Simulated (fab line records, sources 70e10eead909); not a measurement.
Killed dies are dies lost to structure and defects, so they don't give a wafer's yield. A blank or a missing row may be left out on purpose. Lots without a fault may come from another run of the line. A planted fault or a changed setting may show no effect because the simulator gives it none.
Chamber matching | flow nand_harc | NHARC_A_SLIT_ETCH_24 on rie_diel-03: 4 sister chambers
The step etches the open film in CF4/CHF3, target depth 121 nm, time 60.5 s. 8 wafers are shown with their chamber, then 7 later ones without.

WAFERS WITH THEIR CHAMBER
wafer  | chamber | drypump_motor_current_A (A) | rf_vpp_V (V)
L670.4 | 0       | 5.9                         | 371.1
L670.5 | 0       | 5.9                         | 371.9
L673.3 | 1       | 5.3                         | 368.2
L673.4 | 2       | 5.9                         | 367.4
L676.5 | 2       | 5.9                         | 367.6
L676.6 | 3       | 5.5                         | 371.1
L677.2 | 1       | 5.2                         | 368.1
L677.3 | 3       | 5.5                         | 369.5

WAFERS WITHOUT THEIR CHAMBER
wafer  | drypump_motor_current_A (A) | rf_vpp_V (V)
L677.6 | 5.9                         | 372.3
L678.3 | 5.9                         | 372.3
L678.4 | 5.2                         | 369.6
L678.5 | 5.9                         | 372.0
L685.3 | 5.9                         | 367.2
L685.4 | 5.3                         | 368.5
L685.6 | 5.5                         | 371.7

WHICH CHAMBER EACH WENT THROUGH
wafer  | from the rows above | in truth
L677.6 | 0                   | 0
L678.3 | 0                   | 0
L678.4 | 1                   | 1
L678.5 | 0                   | 0
L685.3 | 2                   | 2
L685.4 | 1                   | 1
L685.6 | 3                   | 3
Placed correctly: 7 of 7. Can't be placed from these rows: 0. Placed wrongly: 0.
How it was worked out, from the rows above alone: a wafer's distance from a chamber is the root of the sum, over the readings, of the square of ((its reading less the chamber's mean) divided by the reading's scatter). The wafer belongs to the nearest chamber; if the next one is less than 2 further off, it can't be placed. A chamber's mean is the mean of its shown wafers. The scatter: the root of (the sum of the squares of (reading less its chamber's mean) over the shown wafers, divided by (wafers less chambers)).
